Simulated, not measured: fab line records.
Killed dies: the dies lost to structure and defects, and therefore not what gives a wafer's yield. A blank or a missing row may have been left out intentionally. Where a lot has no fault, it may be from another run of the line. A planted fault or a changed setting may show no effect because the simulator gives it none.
Struck lot and sound lot, side by side || flow nand-harc || 15 out of 1302 route steps
Sound: wafers L501.1, L501.3, L501.4. Struck: wafer L514.2 (L514.1, L514.3, from the same lot, were not struck and are left out); the cause is given at the end.
Order at every step that has rows: each side's tool, ch and its chambers, its first start. Under that, the readings that differ: sound wafers || struck wafers || difference of the means || sigmas: that difference in standard deviations of wafers without a fault.
alike: words and numbers the same on both sides, and readings whose means are apart by under 2 such deviations; not compared: readings that were withheld, readings missing a value for some wafer, numbers with overlapping values and no deviation given by the record, and bounds like >300 which may hide the same value.
Wherever a step has rows on one side only, a row that says differs or no value, or a row with sigmas, the two part there. Numbers that have no deviation but don't overlap get no sigmas and don't part them. A reading missing from all wafers of one side parts the sides only when that side holds two or more wafers.

NHARC_P_M1_CD_MEAS_09: target cd 130 nm.
  sound on cd-sem-02 ch 0, day 9 10:19; struck on cd-sem-02 ch 0, day 14 12:37
  alike: cd-nm
NHARC_P_M1_OVL_MEAS_10: pitch 260 nm.
  sound on overlay-01 at day 9 10:25; struck on overlay-01 at day 14 12:42
  alike: overlay-x-nm, overlay-y-nm
NHARC_P_M1_INSPECT_11:
  sound on defect-inspect-01 at day 9 10:27; struck on defect-inspect-01 at day 14 12:44
  alike: raw-defect-count
then, 1 step without rows for these wafers: NHARC_P_M1_DESCUM_14 (chemistry O2, time 3 s).
NHARC_P_M1_ETCH_35: etches the open film in N2/H2, target depth 40 nm, overetch 12 nm, time 43.94 s.
  sound on rie-diel-12 ch 0,1,3, day 9 10:36; struck on rie-diel-08 ch 1, day 14 12:53
  alike: drypump-motor-current-A, oes-product-au, rf-vpp-V, showerhead-plenum-p-Torr, throttle-valve-pct
  not compared: rf-hours-counter-h
NHARC_P_M1_ETCH_15: etches the open film in C4F8/Ar, target depth 182.5 nm, time 91.2 s.
  sound: rie-diel-12 ch 0,2,3; struck: rie-diel-08 ch 0
  alike: oes-product-au, rf-vpp-V
  not compared: rf-hours-counter-h
NHARC_P_M1_CD_MEAS_16:
  sound on cd-sem-02 at day 9 10:49; struck on cd-sem-03 at day 14 13:07
  alike: cd-nm
NHARC_P_M1_STRIP_18: strips in N2/H2.
  sound on rie-diel-10 ch 0,1,2, day 9 10:55; struck on rie-diel-12 ch 1, day 14 13:11
{"reading": "rf-hours-counter-h (h)", "sound": "39 40 41", "struck": 3, "difference": -37, "sigmas": ""}
  alike: drypump-motor-current-A, oes-product-au, power-w, rf-vpp-V, showerhead-plenum-p-Torr, throttle-valve-pct
NHARC_P_M1_ETCH_28: etches the open film in CF4/N2, target depth 30 nm, time 72.99 s.
  sound: rie-diel-10 ch 0,2,3; struck: rie-diel-12 ch 0
{"reading": "rf-hours-counter-h (h)", "sound": "39 40 38", "struck": 3, "difference": -36, "sigmas": ""}
  alike: drypump-motor-current-A, oes-product-au, rf-vpp-V, showerhead-plenum-p-Torr, throttle-valve-pct
then, 1 step without rows for these wafers: NHARC_P_M1_STRIP_19 (strips in post etch residue remover, time 600 s).
NHARC_P_M1_DEGAS_29: time 60 s.
  sound on pvd-sputter-03 at day 9 11:32; struck on pvd-sputter-01 at day 14 13:49
  alike: heater-power-w
then, 1 step without rows for these wafers: NHARC_P_M1_PRE_CLEAN_30 (time 30 s).
NHARC_P_M1_PVD_20: deposits TaN, target thk 5 nm, time 8.06 s.
  sound on pvd-sputter-03 at day 9 11:38; struck on pvd-sputter-01 at day 14 13:56
{"reading": "time-s (s)", "sound": "8.06 8.06 8.06", "struck": 6.3649, "difference": -1.6951, "sigmas": ""}
  alike: bias-v, throttle-valve-pct
then, 1 step without rows for these wafers: NHARC_P_M1_PVD_21 (deposits Cu, target thk 30 nm, time 20.49 s).
-- record jumps: 18 days between struck wafers' starts before vs after; left off in module P_M1, resumes in module END, first step shown is number 1302 of the route --
NHARC_END_SORT_01:
  sound on prober-01 ch 0, day 27 14:44; struck on prober-01 ch 0, day 32 08:19
  alike: defect-limited-yield, killed-at-array, killed-at-other, killed-at-periphery, killed-dies, killed-open, killed-short, sort_bin_2_pct, sort_bin_3_pct, sort_bin_4_pct, sort-n-pass, sort-rim-yield-pct, sort-yield-pct

== WHERE THEY PART ==
Nowhere in this record.

WHY: whatever the simulator had introduced
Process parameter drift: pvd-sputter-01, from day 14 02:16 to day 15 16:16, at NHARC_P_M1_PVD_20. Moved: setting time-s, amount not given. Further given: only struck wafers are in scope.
